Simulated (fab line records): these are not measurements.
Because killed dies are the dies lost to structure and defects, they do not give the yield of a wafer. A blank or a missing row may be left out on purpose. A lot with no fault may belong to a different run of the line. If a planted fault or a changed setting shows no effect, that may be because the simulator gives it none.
Matching of chambers / flow nand-harc / NHARC_P_M2_PRE_CLEAN_32 on pecvd-04: 3 sister chambers
The step time 12 s. 6 wafers are shown with their chamber, then 12 later ones without.

EACH WAFER AND ITS CHAMBER
wafer=L088.6; chamber=0; heater-power-w (W)=557; heater-power-outer-w (W)=355
wafer=L089.5; chamber=0; heater-power-w (W)=517; heater-power-outer-w (W)=332
wafer=L089.6; chamber=2; heater-power-w (W)=731; heater-power-outer-w (W)=456
wafer=L091.2; chamber=1; heater-power-w (W)=499; heater-power-outer-w (W)=306
wafer=L091.3; chamber=2; heater-power-w (W)=720; heater-power-outer-w (W)=460
wafer=L091.6; chamber=1; heater-power-w (W)=496; heater-power-outer-w (W)=300

WAFERS WITHOUT THEIR CHAMBER
wafer=L092.2; heater-power-w (W)=534; heater-power-outer-w (W)=324
wafer=L092.3; heater-power-w (W)=550; heater-power-outer-w (W)=344
wafer=L092.6; heater-power-w (W)=553; heater-power-outer-w (W)=346
wafer=L095.2; heater-power-w (W)=716; heater-power-outer-w (W)=452
wafer=L095.3; heater-power-w (W)=573; heater-power-outer-w (W)=348
wafer=L095.4; heater-power-w (W)=726; heater-power-outer-w (W)=439
wafer=L096.1; heater-power-w (W)=733; heater-power-outer-w (W)=456
wafer=L096.3; heater-power-w (W)=502; heater-power-outer-w (W)=308
wafer=L096.4; heater-power-w (W)=550; heater-power-outer-w (W)=349
wafer=L097.4; heater-power-w (W)=536; heater-power-outer-w (W)=345
wafer=L097.5; heater-power-w (W)=731; heater-power-outer-w (W)=438
wafer=L097.6; heater-power-w (W)=495; heater-power-outer-w (W)=313

EACH ONE'S CHAMBER
wafer=L092.2; from the rows above=can't be placed: 0 or 1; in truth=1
wafer=L092.3; from the rows above=0; in truth=0
wafer=L092.6; from the rows above=0; in truth=0
wafer=L095.2; from the rows above=2; in truth=2
wafer=L095.3; from the rows above=0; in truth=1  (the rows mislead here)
wafer=L095.4; from the rows above=2; in truth=2
wafer=L096.1; from the rows above=2; in truth=2
wafer=L096.3; from the rows above=1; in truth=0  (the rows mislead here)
wafer=L096.4; from the rows above=0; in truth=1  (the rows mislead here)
wafer=L097.4; from the rows above=0; in truth=0
wafer=L097.5; from the rows above=2; in truth=2
wafer=L097.6; from the rows above=1; in truth=1
Correct placement for 8 of the 12. These rows do not allow placing 1 (true chamber among the candidates in 1). 3 placed wrongly.
How it was worked out, from the rows above alone: a wafer's distance from a chamber is the root of the sum, over the readings, of the square of ((its reading less the chamber's mean) divided by the reading's scatter). The wafer belongs to the nearest chamber; if the next one is less than 2 further off, it can't be placed. For every chamber, the mean is computed from those of its wafers that are shown. The scatter is the square root of a quotient: the sum, over the shown wafers, of each reading's squared deviation from its chamber's mean, divided by wafers minus chambers.
